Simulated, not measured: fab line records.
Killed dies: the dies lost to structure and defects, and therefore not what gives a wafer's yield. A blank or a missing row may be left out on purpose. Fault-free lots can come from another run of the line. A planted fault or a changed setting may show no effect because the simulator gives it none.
fab line records	flow nand_harc
record: lots: 4	wafers: 12	last_day: 24
route steps=1159 shown A_CHANNEL_HOLE_D1@450 END@1158
lots with no fault: from the same line, run without faults
start_h: hours from the record's opening day to when the first of the lot's shown wafers began	wait_h: hours elapsed since this lot's preceding step	" same as the row above	L1.1+2: several wafers, shown together as one row	- either no value or no given start	* or withheld: withheld	< > ~ a bound
route shown NAME@n: a module of which the file shows steps, and the number in the route of the first	usual: average and standard deviation across the fault-free wafers	same: alike in all rows	chamber/n: place in a boat	sites: readings site by site	_std_site: standard deviation across them	_edge_site: mean of outer sites minus mean of inner sites	radius_mm: for every site, how far away it sits from the centre of the wafer	mask NAME#n: copy n	behind: tool/chamber where the wafer was last shaped	hold: why the lot went on hold/how many hours it stayed there/how the hold came to an end	device: transistor that didn't switch, given as n, p or np	end of line: tests run on the same wafers once the route is complete	a step without rows: its recipe alone	killed: at the first sort, the dies lost to defects and structure; wafer yield is something else	map: a wafer's dies, x killed, . not, _ none there
set.NAME: setting as actually run; set.NAME@STEP: the setting as run at that earlier step	model.NAME: the simulator's own value behind a step, which no gauge read
certain route steps with their lots: each step a table, each wafer a row
services: the hour from which a tool's chamber was out of use, counted from the record's first day as start_h (under 0 if before that day), plus the number of hours and why
== steps ==
step: NHARC_A_CHANNEL_HOLE_D1_DEP_00
recipe: target_thk_a: 31000	temp_c: 400	material: aC
step: NHARC_A_CHANNEL_HOLE_D1_DEP_01
recipe: target_thk_a: 1400	target_thk_nm: 140	temp_c: 400	pressure_torr: 3.5	flow_sccm: 200	rf_w: 350	material: SiON
step: NHARC_A_CHANNEL_HOLE_D1_DEHYDRATE_02
recipe: temp_c: 150	time_s: 120
step: NHARC_A_CHANNEL_HOLE_D1_HMDS_03
recipe: time_s: 30
step: NHARC_A_CHANNEL_HOLE_D1_COAT_36
recipe: temp_c: 260	time_s: 75
step: NHARC_A_CHANNEL_HOLE_D1_COAT_37
recipe: temp_c: 225	time_s: 65
step: NHARC_A_CHANNEL_HOLE_D1_COAT_04
recipe: spin_rpm: 1500	resist_thk_nm: 90
step: NHARC_A_CHANNEL_HOLE_D1_SOFTBAKE_05
recipe: temp_c: 105	time_s: 55
step: NHARC_A_CHANNEL_HOLE_D1_EBR_06
step: NHARC_A_CHANNEL_HOLE_D1_EXPOSE_07
recipe: na: 1.35	target_cd_nm: 100	sigma_outer: 0.3	dose_mj: 59.65	mask_id: HOLE_D1
usual: exposure_dose_mJ_cm2: 59.63/0.069
lot.wafer	tool	chamber	start_h	wait_h	mask	exposure_dose_mJ_cm2
L974.1	arfi_scanner-01	0	187.96	-	HOLE_D1#0	59.63
L974.2	"	0	"	"	HOLE_D1#0	59.69
L974.3	"	0	"	"	HOLE_D1#0	59.63
L980.2	arfi_scanner-01	0	221.84	-	HOLE_D1#0	48.63
L980.3	"	0	"	"	HOLE_D1#0	48.66
L980.5	"	0	"	"	HOLE_D1#0	48.67
L983.4	arfi_scanner-01	0	251.55	-	HOLE_D1#0	52.54
L983.5	"	0	"	"	HOLE_D1#0	52.48
L983.6	"	0	"	"	HOLE_D1#0	52.57
L993.2	arfi_scanner-03	0	293.80	-	HOLE_D1#0	59.55
L993.4	"	0	"	"	HOLE_D1#0	59.61
L993.5	"	0	"	"	HOLE_D1#0	59.64
step: NHARC_A_CHANNEL_HOLE_D1_PEB_08
recipe: peb_temp_c: 100	peb_time_s: 65
step: NHARC_A_CHANNEL_HOLE_D1_DEVELOP_09
recipe: develop_time_s: 35	dev_temp_c: 23
step: NHARC_A_CHANNEL_HOLE_D1_CD_MEAS_10
recipe: target_cd_nm: 100	landing_energy_ev: 500
usual: cd_nm: 100.1/0.71
lot.wafer	tool	chamber	start_h	wait_h	cd_nm
L974.1	cd_sem-03	0	188.10	-	101.0
L974.2	"	0	"	"	101.4
L974.3	"	0	"	"	100.1
L980.2	cd_sem-01	0	221.98	-	89.9
L980.3	"	0	"	"	89.5
L980.5	"	0	"	"	90.5
L983.4	cd_sem-02	0	251.68	-	95.7
L983.5	"	0	"	"	94.6
L983.6	"	0	"	"	95.2
L993.2	cd_sem-02	0	293.94	-	99.3
L993.4	"	0	"	"	99.2
L993.5	"	0	"	"	99.1
step: NHARC_A_CHANNEL_HOLE_D1_DESCUM_15
recipe: time_s: 3	o2_flow_sccm: 200	ar_flow_sccm: 0	bias_power_w: 0	chemistry: O2
usual: drypump_motor_current_A: 5.7/0.44	oes_product_au: 0.996/0.013	rf_vpp_V: 57.8/0.88	showerhead_plenum_p_Torr: 1.93/0.053	throttle_valve_pct: 11.310/0.01
lot.wafer	tool	chamber	start_h	wait_h	drypump_motor_current_A	oes_product_au	rf_hours_counter_h	rf_vpp_V	showerhead_plenum_p_Torr	throttle_valve_pct	model.A_CHANNEL_HOLE_D1.cd_nm
L974.1	rie_diel-10	3	188.28	0.1	6.1	1.010	0	59.5	2.00	11.319	100.1
L974.3	"	0	"	"	5.6	1.015	0	58.3	1.92	11.312	100
L974.2	"	1	"	"	6.5	0.994	0	58.3	1.88	11.294	102.3
L980.2	rie_diel-08	1	222.17	0.1	5.7	0.985	6	57.7	1.89	11.317	89.94
L980.3	"	3	"	"	5.1	1.007	5	57.3	2.01	11.333	90
L980.5	"	0	"	"	5.1	0.995	-	55.9	1.95	11.303	89.4
L983.4	rie_diel-10	2	251.88	0.1	5.7	1.004	1	58.6	1.81	11.313	94.73
L983.6	"	3	"	"	6.1	1.000	-	58.9	1.99	11.301	93.63
L983.5	"	0	"	"	5.6	0.992	-	58.0	1.92	11.317	94.22
L993.2	rie_diel-02	3	294.14	0.1	6.0	1.008	10	57.0	1.87	11.319	99.2
L993.4	"	0	"	"	5.5	1.003	10	56.9	1.93	11.302	100.3
L993.5	"	1	"	"	6.2	0.981	-	58.5	1.99	11.306	99.37
step: NHARC_A_CHANNEL_HOLE_D1_ETCH_38
recipe: target_depth_a: 390	over_etch_frac: 0.3	time_s: 65	ion_energy_ev: 80	cf4_flow_sccm: 150	ar_flow_sccm: 0	rf_w: 300	bias_w: 100	chemistry: CF4
step: NHARC_A_CHANNEL_HOLE_D1_ETCH_39
recipe: target_depth_a: 2600	over_etch_frac: 0.3	time_s: 325	ion_energy_ev: 200	n2_flow_sccm: 150	h2_flow_sccm: 150	ar_flow_sccm: 0	rf_w: 400	bias_w: 150	chemistry: N2/H2
step: NHARC_A_CHANNEL_HOLE_D1_ETCH_34
recipe: target_depth_a: 1540	time_s: 77	cf4_flow_sccm: 100	chf3_flow_sccm: 30	ar_flow_sccm: 0	rf_w: 500	bias_w: 200	chemistry: CF4/CHF3
step: NHARC_A_CHANNEL_HOLE_D1_ETCH_16
recipe: target_depth_a: 31000	over_etch_frac: 0.3	time_s: 806	ion_energy_ev: 150	o2_flow_sccm: 400	cos_flow_sccm: 20	ar_flow_sccm: 0	rf_w: 500	bias_w: 300	chemistry: O2/COS
step: NHARC_A_CHANNEL_HOLE_D1_ETCH_19
recipe: bias_v: 1200	source_w: 2500	pressure_mtorr: 15	time_s: 34.5	ar_flow_sccm: 375	c4f8_flow_sccm: 28.8	o2_flow_sccm: 96.2	temp_c: -20	target_depth_a: *	chemistry: C4F8/O2/Ar
step: NHARC_A_CHANNEL_HOLE_D1_ETCH_20
recipe: bias_v: 3000	source_w: withheld	pressure_mtorr: 20	time_s: 361.9	ar_flow_sccm: 375	c4f8_flow_sccm: 89.3	o2_flow_sccm: 35.7	temp_c: -20	target_depth_a: 16000	chemistry: C4F8/O2/Ar
step: NHARC_A_CHANNEL_HOLE_D1_ETCH_21
recipe: bias_v: 3000	source_w: withheld	pressure_mtorr: 20	time_s: 514.3	ar_flow_sccm: 375	c4f8_flow_sccm: 89.3	o2_flow_sccm: 35.7	temp_c: -20	target_depth_a: 16000	chemistry: C4F8/O2/Ar
step: NHARC_A_CHANNEL_HOLE_D1_ETCH_22
recipe: bias_v: 3000	source_w: withheld	pressure_mtorr: 20	time_s: 666.7	ar_flow_sccm: 375	c4f8_flow_sccm: 89.3	o2_flow_sccm: 35.7	temp_c: -20	target_depth_a: 16000	chemistry: C4F8/O2/Ar
step: NHARC_A_CHANNEL_HOLE_D1_ETCH_23
recipe: bias_v: 5000	source_w: withheld	pressure_mtorr: 20	time_s: 819	ar_flow_sccm: 375	c4f8_flow_sccm: 89.3	o2_flow_sccm: 35.7	temp_c: -20	target_depth_a: 16000	chemistry: C4F8/O2/Ar
step: NHARC_A_CHANNEL_HOLE_D1_ETCH_24
recipe: bias_v: 5000	source_w: withheld	pressure_mtorr: 20	time_s: 906.2	ar_flow_sccm: 375	c4f8_flow_sccm: 93.8	o2_flow_sccm: 31.2	temp_c: -20	target_depth_a: 15000	chemistry: C4F8/O2/Ar
step: NHARC_A_CHANNEL_HOLE_D1_ETCH_25
recipe: bias_v: 5000	source_w: withheld	pressure_mtorr: 20	time_s: 1040.2	ar_flow_sccm: 375	c4f8_flow_sccm: 93.8	o2_flow_sccm: 31.2	temp_c: -20	target_depth_a: 15000	chemistry: C4F8/O2/Ar
step: NHARC_A_CHANNEL_HOLE_D1_ETCH_26
recipe: bias_v: 300	source_w: 2000	pressure_mtorr: 30	time_s: 224.1	ar_flow_sccm: 375	c4f8_flow_sccm: 11.4	o2_flow_sccm: 113.6	temp_c: -20	target_depth_a: 3000	chemistry: C4F8/O2/Ar
step: NHARC_A_CHANNEL_HOLE_D1_ETCH_33
recipe: bias_v: 400	source_w: 2000	pressure_mtorr: 25	time_s: 90	ar_flow_sccm: 375	c4f8_flow_sccm: 41.7	o2_flow_sccm: 83.3	temp_c: -20	target_depth_a: 4000	chemistry: C4F8/O2/Ar
step: NHARC_A_CHANNEL_HOLE_D1_STRIP_41
recipe: n2_flow_sccm: 150	h2_flow_sccm: 150	ar_flow_sccm: 0	bias_w: 0	chemistry: N2/H2
step: NHARC_A_CHANNEL_HOLE_D1_STRIP_42
recipe: cf4_flow_sccm: 100	chf3_flow_sccm: 30	ar_flow_sccm: 0	bias_w: 0	chemistry: CF4/CHF3
step: NHARC_A_CHANNEL_HOLE_D1_STRIP_43
recipe: o2_flow_sccm: 400	cos_flow_sccm: 20	ar_flow_sccm: 0	bias_w: 0	chemistry: O2/COS
step: NHARC_A_CHANNEL_HOLE_D1_ETCH_44
recipe: target_depth_a: 1400	overetch_a: 140	time_s: 77	ion_energy_ev: 100	cf4_flow_sccm: 80	o2_flow_sccm: 20	ar_flow_sccm: 0	rf_w: 300	bias_w: 100	chemistry: CF4/O2
usual: drypump_motor_current_A: 5.7/0.42	oes_product_au: 0.996/0.014	rf_vpp_V: 198.0/1.1	showerhead_plenum_p_Torr: 1.35/0.036	throttle_valve_pct: 13.395/0.0095
lot.wafer	tool	chamber	start_h	wait_h	drypump_motor_current_A	oes_product_au	rf_hours_counter_h	rf_vpp_V	showerhead_plenum_p_Torr	throttle_valve_pct	model.A_CHANNEL_HOLE_D1.cd_nm
L974.3	rie_diel-02	3	194.40	0.1	6.0	1.014	3	197.5	1.31	13.396	92.04
L974.1	"	0	"	"	5.5	0.999	3	198.9	1.35	13.402	92.75
L974.2	"	1	"	"	6.2	0.981	3	199.4	1.39	13.379	90.61
L980.2	rie_diel-10	0	230.42	0.1	5.6	1.016	5	198.4	1.34	13.405	80.35
L980.3	"	3	"	"	6.1	1.008	5	199.1	1.39	13.403	77.74
L980.5	"	0	"	"	5.6	1.007	-	197.9	1.34	13.410	81.23
L983.4	rie_diel-08	2	260.45	0.1	5.8	0.988	9	198.9	1.34	13.381	84.54
L983.5	"	3	"	"	5.0	1.012	-	197.7	1.40	13.407	80.89
L983.6	"	0	"	"	5.1	0.992	-	198.7	1.36	13.394	83.31
L993.2	rie_diel-10	2	300.08	0.1	5.7	1.014	5	196.3	1.27	13.395	90.1
L993.5	"	2	"	"	5.8	1.010	-	196.7	1.27	13.386	91.34
L993.4	"	3	"	"	6.1	0.994	-	198.2	1.39	13.398	87.97
step: NHARC_A_CHANNEL_HOLE_D1_STRIP_27
recipe: o2_flow_sccm: 500	ar_flow_sccm: 0	bias_w: 0	chemistry: O2
step: NHARC_A_CHANNEL_HOLE_D1_PRECLEAN_28
recipe: time_s: *	temp_c: 50	bath_age_min: 0	chemistry: SC1
step: NHARC_A_CHANNEL_HOLE_D1_SRD_29
step: NHARC_A_CHANNEL_HOLE_D1_CD_MEAS_30
usual: cd_nm: 89.7/2.1
lot.wafer	tool	chamber	start_h	wait_h	cd_nm
L974.1	cd_sem-01	-	195.20	-	92.5
L974.2	"	-	"	"	90.5
L974.3	"	-	"	"	92.9
L980.2	cd_sem-02	-	231.34	-	80.3
L980.3	"	-	"	"	78.0
L980.5	"	-	"	"	80.7
L983.4	cd_sem-02	-	261.23	-	84.4
L983.5	"	-	"	"	81.3
L983.6	"	-	"	"	83.5
L993.2	cd_sem-03	-	301.01	-	90.3
L993.4	"	-	"	"	88.0
L993.5	"	-	"	"	91.6
step: NHARC_A_CHANNEL_HOLE_D1_XSEM_31
recipe: landing_energy_ev: 35000
usual: bot_cd_nm: 74.2/2.2	bow_nm: 8.6/0.3	tilt_deg: 0.08/0.05
lot.wafer	tool	chamber	start_h	wait_h	bot_cd_nm	bow_nm	tilt_deg
L974.1	xsem-02	0	195.29	0.1	77.1	9.3	0.06
L974.2	"	0	"	"	74.8	9.2	0.07
L974.3	"	0	"	"	76.1	9.2	0.07
L980.2	xsem-02	0	231.43	0.1	65.2	9.2	0.04
L980.3	"	0	"	"	62.9	9.2	0.04
L980.5	"	0	"	"	66.1	9.2	0.04
L983.4	xsem-02	0	261.33	0.1	69.2	9.0	0.07
L983.5	"	0	"	"	66.1	9.0	0.07
L983.6	"	0	"	"	67.7	9.1	0.07
L993.2	xsem-02	0	301.10	0.1	73.5	8.6	0.03
L993.4	"	0	"	"	72.5	8.6	0.03
L993.5	"	0	"	"	76.4	8.7	0.03
step: NHARC_END_WLT_00
usual: VT_DECK1_BOTTOM: 0.867/0.008	VT_DECK1_BOTTOM_INNER: 0.868/0.0077	VT_DECK1_MEDIAN_NEAR_BOTTOM: 0.868/0.0081	VT_DECK1_MEDIAN_NEAR_BOTTOM_INNER: 0.868/0.008	VT_DECK1_MIDDLE: 0.881/0.0064	VT_DECK1_MIDDLE_INNER: 0.881/0.0066	VT_DECK1_TOP: 0.892/0.0067	VT_DECK1_TOP_INNER: 0.892/0.0072
lot.wafer	tool	chamber	start_h	wait_h	VT_DECK1_BOTTOM	VT_DECK1_BOTTOM_INNER	VT_DECK1_MEDIAN_NEAR_BOTTOM	VT_DECK1_MEDIAN_NEAR_BOTTOM_INNER	VT_DECK1_MIDDLE	VT_DECK1_MIDDLE_INNER	VT_DECK1_TOP	VT_DECK1_TOP_INNER
L974.1	prober-02	-	438.06	0.0	0.877	0.877	0.876	0.880	0.887	0.891	0.893	0.904
L974.2	"	-	"	"	0.873	0.870	0.870	0.877	0.882	0.877	0.901	0.894
L974.3	"	-	"	"	0.873	0.879	0.882	0.874	0.881	0.891	0.889	0.899
L980.2	prober-02	-	475.04	0.6	0.839	0.840	0.846	0.840	0.858	0.861	0.874	0.874
L980.3	"	-	"	"	0.828	0.830	0.826	0.837	0.856	0.851	0.879	0.866
L980.5	"	-	"	"	0.839	0.838	0.838	0.837	0.862	0.859	0.877	0.872
L983.4	prober-01	-	532.84	1.5	0.840	0.849	0.842	0.842	0.869	0.870	0.875	0.882
L983.5	"	-	"	"	0.837	0.841	0.831	0.844	0.852	0.856	0.880	0.873
L983.6	"	-	"	"	0.839	0.848	0.843	0.844	0.857	0.853	0.881	0.871
L993.2	prober-02	-	560.95	1.9	0.868	0.870	0.876	0.874	0.885	0.880	0.888	0.885
L993.4	"	-	"	"	0.859	0.866	0.867	0.865	0.874	0.878	0.890	0.890
L993.5	"	-	"	"	0.873	0.872	0.876	0.876	0.871	0.883	0.887	0.895
step: NHARC_END_SORT_01
recipe: temp_c: 25
usual: killed_at_array: 28/10	killed_at_other: 0.6/1.1	killed_at_periphery: 3.6/2.6	killed_dies: 32/10	killed_open: 3.3/1.8	killed_short: 1.9/1.4
same: gross_dies: 677
lot.wafer	tool	chamber	start_h	wait_h	killed_at_array	killed_at_other	killed_at_periphery	killed_dies	killed_open	killed_short
L974.1	prober-02	0	441.05	2.5	24	0	1	25	3	1
L974.2	prober-02	0	441.85	2.8	20	0	6	26	1	4
L974.3	prober-02	0	442.65	3.1	22	0	7	29	1	0
L980.2	prober-02	0	478.31	2.8	30	2	5	37	2	0
L980.3	prober-02	0	479.10	3.1	39	5	2	46	5	3
L980.5	prober-02	0	480.67	3.6	35	0	2	37	3	2
L983.4	prober-01	0	536.72	3.4	11	0	2	13	1	2
L983.5	prober-01	0	537.53	3.7	12	1	2	15	2	2
L983.6	prober-01	0	538.33	4.0	17	1	3	21	5	1
L993.2	prober-02	0	564.25	2.8	39	2	3	44	1	8
L993.4	prober-02	0	565.88	3.4	41	0	3	44	5	2
L993.5	prober-02	0	566.69	3.8	31	0	2	33	3	2
killed by level:class
L974.1 A_CHANNEL_HOLE_D1:chamber_film_flake=16 A_M0:geometric_particle:open=2 A_STAIRCASE:chamber_film_flake=2 A_ONON_D1:geometric_particle:short=1 A_CONTACT:geometric_particle:open=1 P_M1:chamber_film_flake=1 A_WL_FILL:chamber_film_flake=1 A_CONTACT:chamber_film_flake=1
L974.2 A_CHANNEL_HOLE_D1:chamber_film_flake=14 P_GATE:chamber_film_flake=2 P_CONTACT:geometric_particle:short=1 P_M0:geometric_particle:short=1 A_ONON_D1:geometric_particle:short=1 A_CHANNEL_FILL_D1:geometric_particle:short=1 A_CONTACT:geometric_particle:open=1 P_ZERO_WELL:chamber_film_flake=1
L974.3 A_CHANNEL_HOLE_D1:chamber_film_flake=15 A_STAIRCASE:chamber_film_flake=6 P_M1:chamber_film_flake=4 P_CONTACT:geometric_particle:open=1 P_ZERO_WELL:chamber_film_flake=1 P_STI:chamber_film_flake=1 A_WL_FILL:chamber_film_flake=1
L980.2 A_SLIT:chamber_film_flake=11 A_STAIRCASE:chamber_film_flake=7 A_CHANNEL_HOLE_D1:area_expose=5 P_GATE:chamber_film_flake=3 A_CHANNEL_HOLE_D1:chamber_film_flake=3 A_WL_FILL:chamber_film_flake=2 THIN_TSV:chamber_film_flake=2 P_M2:geometric_particle:open=1
L980.3 A_SLIT:chamber_film_flake=19 A_STAIRCASE:chamber_film_flake=7 A_CHANNEL_HOLE_D1:area_expose=4 THIN_TSV:chamber_film_flake=3 A_WL_FILL:geometric_particle:open=2 STARTING-WAFER:geometric_particle:short=2 A_WL_FILL:chamber_film_flake=2 A_CONTACT:chamber_film_flake=2
L980.5 A_SLIT:chamber_film_flake=15 A_STAIRCASE:chamber_film_flake=4 A_CONTACT:chamber_film_flake=4 A_CHANNEL_HOLE_D1:chamber_film_flake=3 A_CONTACT:geometric_particle:short=2 A_BONDPAD:chamber_film_flake=2 A_ONON_D1:geometric_particle:open=1 A_CHANNEL_FILL_D1:geometric_particle:open=1
L983.4 A_CHANNEL_HOLE_D1:chamber_film_flake=5 A_CONTACT:chamber_film_flake=3 P_CONTACT:geometric_particle:open=1 A_CHANNEL_HOLE_D1:geometric_particle:short=1 A_CONTACT:geometric_particle:short=1 P_ZERO_WELL:chamber_film_flake=1 A_ZERO_WELL:chamber_film_flake=1
L983.5 A_CHANNEL_HOLE_D1:chamber_film_flake=7 P_CONTACT:geometric_particle:open=1 A_ONON_D1:geometric_particle:open=1 A_CHANNEL_FILL_D1:geometric_particle:short=1 A_M0:geometric_particle:short=1 P_ZERO_WELL:chamber_film_flake=1 A_ZERO_WELL:chamber_film_flake=1 A_CONTACT:chamber_film_flake=1
L983.6 A_CHANNEL_HOLE_D1:chamber_film_flake=4 A_STAIRCASE:chamber_film_flake=3 A_CONTACT:chamber_film_flake=3 P_CONTACT:geometric_particle:open=2 A_CHANNEL_FILL_D1:geometric_particle:open=2 A_SLIT:chamber_film_flake=2 A_BLC:geometric_particle:open=1 STARTING-WAFER:geometric_particle:short=1
L993.2 A_CHANNEL_HOLE_D1:chamber_film_flake=21 A_CONTACT:chamber_film_flake=6 A_CHANNEL_FILL_D1:geometric_particle:short=2 A_WL_FILL:geometric_particle:short=2 A_STAIRCASE:chamber_film_flake=2 A_WL_FILL:chamber_film_flake=2 P_STI:geometric_particle:short=1 P_M1:geometric_particle:open=1
L993.4 A_CHANNEL_HOLE_D1:chamber_film_flake=22 A_CONTACT:chamber_film_flake=5 A_ZERO_WELL:chamber_film_flake=4 A_WL_FILL:chamber_film_flake=3 A_CONTACT:geometric_particle:short=2 P_STI:geometric_particle:open=1 P_M1:geometric_particle:open=1 A_SGD_CUT:geometric_particle:open=1
L993.5 A_CHANNEL_HOLE_D1:chamber_film_flake=20 A_CONTACT:chamber_film_flake=4 A_STAIRCASE:chamber_film_flake=3 P_GATE:geometric_particle:open=1 P_M2:geometric_particle:open=1 A_CHANNEL_HOLE_D1:geometric_particle:short=1 A_WL_FILL:geometric_particle:short=1 A_CONTACT:geometric_particle:open=1
== services ==
tool	chamber	start_h	hours	kind
arfi_scanner-03	-	168.04	2.7	repair
rie_diel-10	-	176.50	9.0	pm
rie_diel-10	0	176.50	9.0	vent_cycle
rie_diel-10	1	176.50	9.0	vent_cycle
rie_diel-10	2	176.50	56.0	vent_cycle
rie_diel-10	3	176.50	9.0	vent_cycle
rie_diel-10	0	185.50	-	clean
rie_diel-10	1	185.50	-	clean
rie_diel-10	3	185.50	-	clean
arfi_scanner-03	-	185.65	0.8	repair
arfi_scanner-01	-	189.57	0.4	repair
arfi_scanner-01	-	196.00	4.0	pm
rie_diel-10	0	210.00	-	clean
rie_diel-10	1	210.00	-	clean
rie_diel-02	-	220.75	0.8	repair
rie_diel-08	-	223.26	0.2	repair
rie_diel-02	3	231.98	1.4	repair
arfi_scanner-03	-	245.50	34.7	repair
xsem-02	-	264.84	0.1	repair
rie_diel-02	-	265.91	0.7	repair
arfi_scanner-03	-	283.24	0.9	repair
rie_diel-10	1	287.53	16.2	repair
arfi_scanner-03	-	298.36	0.5	repair
arfi_scanner-03	-	299.69	3.4	repair
== key ==
first_sign: step: NHARC_A_CHANNEL_HOLE_D1_EXPOSE_07	reading: exposure_dose_mJ_cm2	direction: down	sigmas: 99+	usual: 59.63	struck: 50.59
effect: step: NHARC_A_CHANNEL_HOLE_D1_CD_MEAS_10	reading: cd_nm	direction: down	sigmas: 11	usual: 100.1	struck: 92.6	through: control_loop
effect: step: NHARC_A_CHANNEL_HOLE_D1_CD_MEAS_30	reading: cd_nm	direction: down	sigmas: 4	usual: 89.7	struck: 81.4	through: control_loop
effect: step: NHARC_A_CHANNEL_HOLE_D1_XSEM_31	reading: bot_cd_nm	direction: down	sigmas: 3.6	usual: 74.2	struck: 66.2	through: control_loop
effect: step: NHARC_END_WLT_00	reading: VT_DECK1_BOTTOM	direction: down	sigmas: 3.8	usual: 0.867	struck: 0.837
model_effect: step: NHARC_A_CHANNEL_HOLE_D1_DESCUM_15	value: A_CHANNEL_HOLE_D1.cd_nm	without: 99.81	struck: 91.99
model_effect: step: NHARC_A_CHANNEL_HOLE_D1_ETCH_44	value: A_CHANNEL_HOLE_D1.cd_nm	without: 89.17	struck: 81.34
met_at NHARC_A_CHANNEL_HOLE_D1_EXPOSE_07
struck_wafers L980.2,L980.3,L980.5,L983.4,L983.5,L983.6
tester_left_out L980,L983
loop_trim: step: NHARC_A_CHANNEL_HOLE_D1_EXPOSE_07	setting: dose	lots: L983
onset_between 187.96 221.84
fault: kind: process_parameter_drift	tool: arfi_scanner-01	chamber: -	onset_h: 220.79	steps: NHARC_A_CHANNEL_HOLE_D1_EXPOSE_07	channel: dose_mj	offset: -10.904	shape: step	acts_in: these_recipes_only	stated: 59.65
tester_left_out: of these lots the tester's yield and bins aren't shown, on N5 and GAA mostly nor the transistor test; their killed dies are dies lost to structure and defects alone, not to doping, threshold or leakage, so they don't give the yield
loop_trim: a control loop set the setting to another value than it would have without faults
